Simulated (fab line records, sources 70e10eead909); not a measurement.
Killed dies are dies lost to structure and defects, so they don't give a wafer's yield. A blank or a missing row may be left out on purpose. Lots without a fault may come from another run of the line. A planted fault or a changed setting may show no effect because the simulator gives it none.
A struck lot beside a sound one | flow nand_harc | 14 steps out of a route of 1302
Sound: wafers L612.2, L612.4, L612.5. Struck: wafers L609.2, L609.4. (L609.5 of the same lot was not struck and is left out.) The cause comes at the end.
At each step with rows: each side's tool, then ch and its chambers, then its first start. Under that, the readings that differ: sound wafers | struck wafers | difference of the means | sigmas: that difference in standard deviations of wafers without a fault.
alike: readings whose means differ by less than 2 such deviations, and words and numbers that are the same on both sides. not compared: withheld readings, readings that some wafer has no value for, bounds like >300 that may hide the same value, and numbers for which the record gives no deviation and whose values overlap.
The two part at a step that has a row with sigmas, a row that says differs or no value, or rows on one side only. Numbers that don't overlap but have no deviation are shown without sigmas and don't part them. A reading that every wafer of one side lacks parts them only if that side has two wafers or more.

first, 9 steps without rows for these wafers: NHARC_THIN_TSV_PVD_24 (deposits Al, target thk 800 nm); NHARC_THIN_TSV_DEHYDRATE_25 (time 120 s); NHARC_THIN_TSV_HMDS_26 (time 30 s); NHARC_THIN_TSV_COAT_27; NHARC_THIN_TSV_SOFTBAKE_28 (time 95 s); NHARC_THIN_TSV_EBR_29; NHARC_THIN_TSV_EXPOSE_30 (exposes mask PAD); NHARC_THIN_TSV_PEB_31 (peb time 85 s); NHARC_THIN_TSV_DEVELOP_32 (time 70 s).
NHARC_THIN_TSV_CD_MEAS_33: target cd 5000 nm.
  sound on cd_sem-03 ch 0, day 31 20:50; struck on cd_sem-02 ch 0, day 30 06:34
  alike: cd_nm
then, 1 step without rows for these wafers: NHARC_THIN_TSV_HARDBAKE_34 (time 80 s).
NHARC_THIN_TSV_DESCUM_35: chemistry O2, time 3 s.
  sound on rie_diel-13 ch 0,1,2, day 31 20:59; struck on rie_diel-10 ch 1,2, day 30 06:43
  alike: drypump_motor_current_A, oes_product_au, rf_vpp_V, showerhead_plenum_p_Torr, throttle_valve_pct
  not compared: rf_hours_counter_h
NHARC_THIN_TSV_ETCH_59: etches the open film in Cl2/BCl3, target depth 880 nm, time 138.1 s.
  sound on rie_metal-01 ch 0,1, day 31 21:07; struck on rie_metal-02 ch 0, day 30 06:53
  reading               | sound             | struck      | difference | sigmas
  oes_product_au (a.u.) | 1.046 1.010 1.031 | 0.993 0.987 | -0.039     | -2
  run_length_s (s)      | 158.7 159.6 158.7 | 144.5 143.8 | -14.8      | -39
  alike: drypump_motor_current_A, throttle_valve_pct
  not compared: rf_hours_counter_h
NHARC_THIN_TSV_ETCH_36: etches the open film in Cl2/BCl3, target depth 65 nm, time 18.571 s.
  sound on rie_metal-01 ch 0,1, day 31 21:23; struck on rie_metal-02 ch 1, day 30 07:07
  reading                     | sound       | struck  | difference | sigmas
  drypump_motor_current_A (A) | 6.4 6.4 5.7 | 5.4 5.4 | -0.8       | -2
  alike: oes_product_au, run_length_s
  not compared: rf_hours_counter_h

WHERE THEY PART
First at NHARC_THIN_TSV_ETCH_59; last, within this record, at NHARC_THIN_TSV_ETCH_36.

WHY: what the simulator had put in
Process parameter drift: rie_metal-02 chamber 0, from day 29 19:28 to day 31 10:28, at NHARC_THIN_TSV_ETCH_59. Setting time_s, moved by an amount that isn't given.
